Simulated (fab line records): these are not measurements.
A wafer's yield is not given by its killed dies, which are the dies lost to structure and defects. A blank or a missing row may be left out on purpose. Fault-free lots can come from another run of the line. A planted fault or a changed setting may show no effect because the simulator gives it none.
Chamber matching	flow n5 finfet	N5_MOL_CONTACT_COAG_DESCUM_88 on rie diel-02 has 4 sister chambers
The step chemistry O2, time 7 s. 8 wafers are shown with their chamber, then 8 later ones without.

WAFERS, EACH WITH ITS CHAMBER
wafer	chamber	showerhead plenum p Torr (Torr)	throttle valve pct (%)
L077.1	1	1.94	20.54
L077.5	0	2.02	20.57
L078.2	1	1.94	20.55
L085.6	0	2.01	20.59
L088.2	2	2.06	20.56
L088.4	3	2.08	20.71
L088.6	2	2.06	20.54
L094.1	3	2.08	20.73

WAFERS WITHOUT THEIR CHAMBER
wafer	showerhead plenum p Torr (Torr)	throttle valve pct (%)
L094.2	2.05	20.58
L094.4	2.01	20.60
L095.1	2.08	20.73
L095.3	2.05	20.58
L095.4	2.01	20.64
L096.2	2.19	20.06
L096.3	2.00	20.64
L096.6	2.00	20.63

WHICH CHAMBER EACH WENT THROUGH
wafer	from the rows above	in truth
L094.2	2	2
L094.4	0	0
L095.1	3	3
L095.3	2	2
L095.4	0	0
L096.2	2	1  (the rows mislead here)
L096.3	0	0
L096.6	0	0
Correct placement for 7 of the 8. Can't be placed from these rows: 0. Placed wrongly: 1.
How it was worked out, from the rows above alone: a wafer's distance from a chamber is the root of the sum, over the readings, of the square of ((its reading less the chamber's mean) divided by the reading's scatter). If the next closest chamber is less than 2 further off than the closest, the wafer can't be placed; otherwise it belongs to the closest. The mean given for a chamber averages the wafers shown for that chamber. How the scatter is found: for the shown wafers, subtract from each reading the mean of its chamber, square and add these, divide the total by (wafers less chambers), then take the root.
